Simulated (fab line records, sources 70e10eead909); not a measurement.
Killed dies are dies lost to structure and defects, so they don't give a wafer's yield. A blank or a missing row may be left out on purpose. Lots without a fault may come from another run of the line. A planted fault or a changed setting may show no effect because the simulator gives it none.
A struck lot beside a sound one | flow nand_harc | 15 steps out of a route of 1159
Sound: wafers L277.1, L277.3, L277.4. Struck: wafer L287.2. (L287.3, L287.4 of the same lot were not struck and are left out.) The cause comes at the end.
At each step with rows: each side's tool, then ch and its chambers, then its first start. Under that, the readings that differ: sound wafers | struck wafers | difference of the means | sigmas: that difference in standard deviations of wafers without a fault.
alike: readings whose means differ by less than 2 such deviations, and words and numbers that are the same on both sides. not compared: withheld readings, readings that some wafer has no value for, bounds like >300 that may hide the same value, and numbers for which the record gives no deviation and whose values overlap.
The two part at a step that has a row with sigmas, a row that says differs or no value, or rows on one side only. Numbers that don't overlap but have no deviation are shown without sigmas and don't part them. A reading that every wafer of one side lacks parts them only if that side has two wafers or more.

first, 7 steps without rows for these wafers: NHARC_A_BLC_COAT_03 (time 65 s); NHARC_A_BLC_COAT_04 (resist thk 90 nm); NHARC_A_BLC_SOFTBAKE_05 (time 55 s); NHARC_A_BLC_EBR_06; NHARC_A_BLC_EXPOSE_07 (exposes mask A BLC, target cd 100 nm); NHARC_A_BLC_PEB_08 (peb time 65 s); NHARC_A_BLC_DEVELOP_09 (develop time 35 s).
NHARC_A_BLC_CD_MEAS_10: target cd 100 nm.
  sound on cd_sem-01 ch 0, day 18 20:34; struck on cd_sem-02 ch 0, day 21 13:25
  alike: cd_nm
NHARC_A_BLC_OVL_MEAS_11:
  sound on overlay-02, day 18 20:39; struck on overlay-01, day 21 13:30
  alike: overlay_x_nm, overlay_y_nm
NHARC_A_BLC_INSPECT_12:
  sound on defect_inspect-01, day 18 20:41; struck on defect_inspect-01, day 21 13:32
  alike: raw_defect_count
NHARC_A_BLC_DESCUM_15: chemistry O2, time 3 s.
  sound on rie_diel-03 ch 1,2,3, day 18 20:45; struck on rie_diel-03 ch 3, day 21 13:37
  reading                | sound | struck | difference | sigmas
  rf_hours_counter_h (h) | 3 3 3 | 9      | +6         |
  alike: drypump_motor_current_A, oes_product_au, rf_vpp_V, showerhead_plenum_p_Torr, throttle_valve_pct
NHARC_A_BLC_ETCH_16: etches the open film in CF4, target depth 39 nm, time 65 s.
  sound on rie_diel-03 ch 0,2,3, day 18 20:50; struck on rie_diel-03 ch 0, day 21 13:41
  reading                | sound | struck | difference | sigmas
  rf_hours_counter_h (h) | 3 3 3 | 9      | +6         |
  alike: drypump_motor_current_A, oes_product_au, rf_vpp_V, run_length_s, showerhead_plenum_p_Torr, throttle_valve_pct
NHARC_A_BLC_ETCH_17: etches the open film in N2/H2, target depth 390 nm, time 609.38 s.
  sound on rie_diel-03 ch 0,1,2, day 18 20:56; struck on rie_diel-03 ch 3, day 21 13:49
  reading                | sound             | struck | difference | sigmas
  rf_hours_counter_h (h) | 3 3 3             | 9      | +6         |
  run_length_s (s)       | 629.9 630.0 629.5 | 514.2  | -115.6     | -99 or more
  alike: drypump_motor_current_A, oes_product_au, rf_vpp_V, showerhead_plenum_p_Torr, throttle_valve_pct
  not compared: model.A_BLC.cd_nm
NHARC_A_BLC_ETCH_18: etches the open film in C4F8/O2/Ar, target depth 910 nm.
  sound on rie_diel-03 ch 0,1,3; struck on rie_diel-03 ch 3
  reading                | sound | struck | difference | sigmas
  rf_hours_counter_h (h) | 3 3 4 | 9      | +6         |
  alike: oes_product_au, rf_vpp_V
-- the record jumps here: 2 days lie between the struck wafers' starts before and after (it left off in module A_BLC and takes up again in module END, whose first step shown is number 1159 of the route) --
NHARC_END_SORT_01:
  the record has rows for the struck wafers here (prober-02 ch 0, day 23 22:04) and none for the sound ones

WHERE THEY PART
First at NHARC_A_BLC_ETCH_17; last, within this record, at NHARC_END_SORT_01.

WHY: what the simulator had put in
Process parameter drift: rie_diel-03, from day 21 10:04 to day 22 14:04, at NHARC_A_BLC_ETCH_17. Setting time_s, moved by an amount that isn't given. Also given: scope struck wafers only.
